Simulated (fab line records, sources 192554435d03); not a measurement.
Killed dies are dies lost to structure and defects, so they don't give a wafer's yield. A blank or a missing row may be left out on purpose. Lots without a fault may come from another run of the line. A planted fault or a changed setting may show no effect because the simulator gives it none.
Split-lot experiment | flow n5_finfet | 7 lots, 21 wafers read, on a route of 1938 steps

THE SPLIT
At N5_BEOL_M1_ETCH_64 (etches SOC in N2/H2, target depth 75 nm, overetch 15 nm, time 112.5 s), the setting bias_w was moved away from the recipe's 150 W on 7 of the 21 wafers read, by -5.9% to +12.7%. The other wafers ran this setting at the recipe's value.

The reading is taken at the split's own step.

THE READING
rf_vpp_V, in V, at N5_BEOL_M1_ETCH_64 (etches SOC in N2/H2, target depth 75 nm, overetch 15 nm, time 112.5 s). Fault-free wafers of this fab line usually give 524 V, standard deviation 3 V.

wafer  | tool, chamber at the split | bias_w as run, W | against the recipe | rf_vpp_V, V | against lot-mates on the recipe
L075.1 | rie_diel-01, 3             | 150              | recipe             | 526         | -
L075.2 | rie_diel-01, 1             | 150              | recipe             | 527         | -
L075.5 | rie_diel-01, 0             | 150              | recipe             | 526         | -
L080.2 | rie_diel-01, 1             | 150              | recipe             | 529         | -
L080.5 | rie_diel-01, 3             | 169.1            | +12.7%             | 567         | +42
L080.6 | rie_diel-01, 2             | 150              | recipe             | 520         | -
L081.1 | rie_diel-04, 1             | 158.1            | +5.4%              | 542         | +20
L081.3 | rie_diel-04, 0             | 150              | recipe             | 524         | -
L081.5 | rie_diel-04, 0             | 150              | recipe             | 520         | -
L084.1 | rie_diel-02, 0             | 150              | recipe             | 525         | -
L084.2 | rie_diel-02, 1             | 141.2            | -5.9%              | 502         | -23
L084.3 | rie_diel-02, 2             | 141.2            | -5.9%              | 506         | -19
L088.2 | rie_diel-02, 1             | 150              | recipe             | 522         | -
L088.3 | rie_diel-02, 0             | 150              | recipe             | 525         | -
L088.5 | rie_diel-02, 0             | 150              | recipe             | 523         | -
L092.1 | rie_diel-01, 0             | 150              | recipe             | 527         | -
L092.4 | rie_diel-01, 1             | 157.3            | +4.9%              | 544         | +16
L092.5 | rie_diel-01, 2             | 150              | recipe             | 529         | -
L096.1 | rie_diel-04, 2             | 150              | recipe             | 527         | -
L096.2 | rie_diel-04, 0             | 142.4            | -5.1%              | 507         | -20
L096.3 | rie_diel-04, 3             | 142.4            | -5.1%              | 501         | -26

THE FIT
A straight line over all 21 wafers: rf_vpp_V changes by +3.52 V for each +1% of bias_w; r = +0.98; the points scatter about the line by 3 V.
The same after taking each lot's own level away (the mean of its wafers on the recipe; 21 wafers): +3.6 V for each +1%; r = +0.99; scatter 2.6 V.
On that fit, the largest move of bias_w shifts the reading by 46 V.
The lots' own levels span 522.0 to 528.0 V, that is 2.0 times the standard deviation above.
So the lot-to-lot level changes the slope little: the two slopes agree.
Check: with one of the wafers moved furthest among these (+12.7%) left out of the fit, the line predicts +48.3 V for it against its lot-mates. It came out at +42.5 V against them.
Tool readings at the split's step, against how far the setting was moved: rf_vpp_V r = +0.98.

THE WHOLE CHAIN: every reading that the file lists as answering this split, in the file's order
step               | what it does                                                          | reading                                                                          | change (the file's fit)                | r (the file's)
N5_BEOL_M1_ETCH_64 | etches SOC in N2/H2, target depth 75 nm, overetch 15 nm, time 112.5 s | rf_vpp_V                                                                         | +3.5 V for each +1% of the setting     | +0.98
N5_BEOL_M1_ETCH_64 | etches SOC in N2/H2, target depth 75 nm, overetch 15 nm, time 112.5 s | SiARC_of_BEOL_M1_COAT_62.thk_nm (the simulator's own value, which no gauge read) | -0.0651 nm for each +1% of the setting | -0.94

THE FILE'S OWN FIT
rf_vpp_V changes by +3.5 V for each +1% of bias_w, r = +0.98.
